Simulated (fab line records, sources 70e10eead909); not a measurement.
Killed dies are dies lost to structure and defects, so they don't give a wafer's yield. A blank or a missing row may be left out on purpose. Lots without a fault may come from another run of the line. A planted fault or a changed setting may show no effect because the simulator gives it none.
Chamber matching | flow nand_harc | NHARC_P_M1_DESCUM_14 on rie_diel-02: 4 sister chambers
The step chemistry O2, time 3 s. 30 wafers are shown with their chamber, then 12 later ones without.

WAFERS WITH THEIR CHAMBER
wafer  | chamber | showerhead_plenum_p_Torr (Torr) | drypump_motor_current_A (A) | oes_product_au (a.u.)
L076.1 | 1       | 1.80                            | 6.0                         | 0.996
L076.3 | 0       | 1.86                            | 5.1                         | 0.969
L076.4 | 3       | 2.02                            | 5.8                         | 0.984
L078.2 | 3       | 2.02                            | 5.8                         | 1.004
L078.3 | 0       | 1.86                            | 5.1                         | 0.974
L078.4 | 2       | 2.00                            | 5.5                         | 1.009
L079.1 | 3       | 2.02                            | 5.8                         | 0.997
L079.3 | 0       | 1.86                            | 5.1                         | 0.987
L079.4 | 2       | 2.00                            | 5.5                         | 0.990
L079.2 | 1       | 1.80                            | 6.1                         | 1.005
L079.5 | 0       | 1.86                            | 5.1                         | 0.984
L079.6 | 3       | 2.02                            | 5.8                         | 0.994
L082.1 | 1       | 1.80                            | 6.1                         | 0.993
L082.4 | 3       | 2.01                            | 5.8                         | 0.995
L082.6 | 0       | 1.86                            | 5.1                         | 0.981
L083.3 | 2       | 2.00                            | 5.5                         | 1.029
L083.4 | 3       | 2.01                            | 5.8                         | 1.017
L083.6 | 1       | 1.80                            | 6.1                         | 1.013
L088.1 | 1       | 1.80                            | 6.1                         | 1.009
L088.5 | 1       | 1.80                            | 6.1                         | 1.010
L088.6 | 2       | 2.00                            | 5.5                         | 1.027
L091.2 | 2       | 1.99                            | 5.4                         | 1.013
L091.3 | 0       | 1.86                            | 5.1                         | 0.999
L091.5 | 2       | 1.99                            | 5.5                         | 1.014
L092.2 | 1       | 1.80                            | 6.1                         | 1.010
L092.3 | 0       | 1.86                            | 5.1                         | 0.993
L092.5 | 1       | 1.80                            | 6.0                         | 1.013
L094.2 | 3       | 2.01                            | 5.8                         | 0.992
L094.3 | 1       | 1.79                            | 6.1                         | 1.007
L094.5 | 1       | 1.80                            | 6.1                         | 1.004

SIGNATURES (means of the wafers above)
reading                  | chamber 0 | chamber 1 | chamber 2 | chamber 3 | scatter within a chamber
showerhead_plenum_p_Torr | 1.8600    | 1.7990    | 1.9967    | 2.0157    | 0.0039
drypump_motor_current_A  | 5.100     | 6.080     | 5.483     | 5.800     | 0.0306
oes_product_au           | 0.98386   | 1.00600   | 1.01367   | 0.99757   | 0.0102
Rule: a wafer's distance from a chamber is the root of the sum, over the readings, of the square of ((its reading less the chamber's mean) divided by the reading's scatter). The wafer belongs to the nearest chamber; if the next one is less than 2 further off, it can't be placed. The scatter: the root of (the sum of the squares of (reading less its chamber's mean) over the shown wafers, divided by (wafers less chambers)).

WAFERS WITHOUT THEIR CHAMBER
wafer  | showerhead_plenum_p_Torr (Torr) | drypump_motor_current_A (A) | oes_product_au (a.u.)
L095.3 | 1.79                            | 6.0                         | 1.006
L095.4 | 1.99                            | 5.5                         | 1.009
L095.6 | 1.86                            | 5.1                         | 0.979
L096.1 | 2.01                            | 5.8                         | 1.008
L096.3 | 1.79                            | 6.0                         | 1.015
L096.4 | 1.99                            | 5.5                         | 1.012
L097.2 | 1.99                            | 5.5                         | 1.018
L097.3 | 1.86                            | 5.1                         | 0.987
L097.6 | 1.79                            | 6.0                         | 0.999
L097.1 | 1.79                            | 6.1                         | 1.004
L097.4 | 2.01                            | 5.8                         | 1.005
L097.5 | 1.86                            | 5.1                         | 0.991

WHICH CHAMBER EACH WENT THROUGH
wafer  | from the rows above | in truth
L095.3 | 1                   | 1
L095.4 | 2                   | 2
L095.6 | 0                   | 0
L096.1 | 3                   | 3
L096.3 | 1                   | 1
L096.4 | 2                   | 2
L097.2 | 2                   | 2
L097.3 | 0                   | 0
L097.6 | 1                   | 1
L097.1 | 1                   | 1
L097.4 | 3                   | 3
L097.5 | 0                   | 0
Placed correctly: 12 of 12. Can't be placed from these rows: 0. Placed wrongly: 0.
